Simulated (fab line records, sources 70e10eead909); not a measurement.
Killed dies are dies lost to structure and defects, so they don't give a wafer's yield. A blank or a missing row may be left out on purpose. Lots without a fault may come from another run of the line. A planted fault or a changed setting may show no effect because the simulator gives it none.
A struck lot beside a sound one | flow nand_harc | 14 steps out of a route of 1302
Sound: wafers L984.2, L984.4, L984.6. Struck: wafers L991.2, L991.3, L991.5. The cause comes at the end.
At each step with rows: each side's tool, then ch and its chambers, then its first start. Under that, the readings that differ: sound wafers | struck wafers | difference of the means | sigmas: that difference in standard deviations of wafers without a fault.
alike: readings whose means differ by less than 2 such deviations, and words and numbers that are the same on both sides. not compared: withheld readings, readings that some wafer has no value for, bounds like >300 that may hide the same value, and numbers for which the record gives no deviation and whose values overlap.
The two part at a step that has a row with sigmas, a row that says differs or no value, or rows on one side only. Numbers that don't overlap but have no deviation are shown without sigmas and don't part them. A reading that every wafer of one side lacks parts them only if that side has two wafers or more.

first, 3 steps without rows for these wafers: NHARC_A_STAIRCASE_TRIM_189 (chemistry O2, time 211.2 s); NHARC_A_STAIRCASE_ETCH_190 (etches the open film in C4F8/O2, target depth 100 nm, time 40.5 s); NHARC_A_STAIRCASE_TRIM_191 (chemistry O2, time 211.2 s).
NHARC_A_STAIRCASE_ETCH_192: etches the open film in C4F8/O2, target depth 100 nm, time 40.5 s.
  sound on rie_diel-06 ch 0,1,3; struck on rie_diel-02 ch 0,1,3
  reading               | sound             | struck            | difference | sigmas
  oes_product_au (a.u.) | 0.918 0.911 0.899 | 0.939 0.937 0.946 | +0.031     | +2
  alike: rf_vpp_V, run_length_s
  not compared: rf_hours_counter_h
then, 1 step without rows for these wafers: NHARC_A_STAIRCASE_TRIM_193 (chemistry O2, time 211.2 s).
NHARC_A_STAIRCASE_ETCH_194: etches the open film in C4F8/O2, target depth 100 nm, time 40.5 s.
  sound on rie_diel-06 ch 1,2; struck on rie_diel-02 ch 0,3
  reading               | sound             | struck            | difference | sigmas
  oes_product_au (a.u.) | 0.924 0.915 0.917 | 0.959 0.961 0.956 | +0.040     | +3
  alike: rf_vpp_V, run_length_s
  not compared: rf_hours_counter_h
then, 1 step without rows for these wafers: NHARC_A_STAIRCASE_TRIM_196 (chemistry O2, time 211.2 s).
NHARC_A_STAIRCASE_ETCH_197: etches the open film in C4F8/O2, target depth 100 nm, time 40.5 s.
  sound on rie_diel-02 ch 1,2,3; struck on rie_diel-06 ch 0,3
  alike: oes_product_au, rf_vpp_V, run_length_s
  not compared: rf_hours_counter_h
then, 2 steps without rows for these wafers: NHARC_A_STAIRCASE_TRIM_198 (chemistry O2, time 211.2 s); NHARC_A_STAIRCASE_ETCH_199 (etches the open film in C4F8/O2, target depth 100 nm, time 40.5 s).
NHARC_A_STAIRCASE_TRIM_200: chemistry O2, time 211.2 s.
  sound on rie_diel-02 ch 1,2,3; struck on rie_diel-06 ch 1,2,3
  alike: drypump_motor_current_A, mfc_ar_sccm, o2_flow_sccm, oes_product_au, rf_vpp_V, showerhead_plenum_p_Torr, throttle_valve_pct
  not compared: rf_hours_counter_h
NHARC_A_STAIRCASE_ETCH_201: etches the open film in C4F8/O2, target depth 100 nm, time 40.5 s.
  sound on rie_diel-02 ch 0,1,3, day 18 07:44; struck on rie_diel-06 ch 0,2, day 21 20:12
  reading          | sound          | struck         | difference | sigmas
  run_length_s (s) | 61.2 61.8 62.3 | 55.1 54.5 54.4 | -7.1       | -18
  alike: oes_product_au, rf_vpp_V
  not compared: rf_hours_counter_h
NHARC_A_STAIRCASE_TRIM_202: chemistry O2, time 211.2 s.
  sound on rie_diel-02 ch 0,1,3; struck on rie_diel-06 ch 0,1,3
  alike: drypump_motor_current_A, mfc_ar_sccm, o2_flow_sccm, oes_product_au, rf_vpp_V, showerhead_plenum_p_Torr, throttle_valve_pct
  not compared: rf_hours_counter_h
-- the record jumps here: 9 days lie between the struck wafers' starts before and after (it left off in module A_STAIRCASE and takes up again in module END, whose first step shown is number 1302 of the route) --
NHARC_END_SORT_01:
  the record has rows for the struck wafers here (prober-01 ch 0, day 30 08:45) and none for the sound ones

WHERE THEY PART
First at NHARC_A_STAIRCASE_ETCH_192; last, within this record, at NHARC_END_SORT_01.

WHY: what the simulator had put in
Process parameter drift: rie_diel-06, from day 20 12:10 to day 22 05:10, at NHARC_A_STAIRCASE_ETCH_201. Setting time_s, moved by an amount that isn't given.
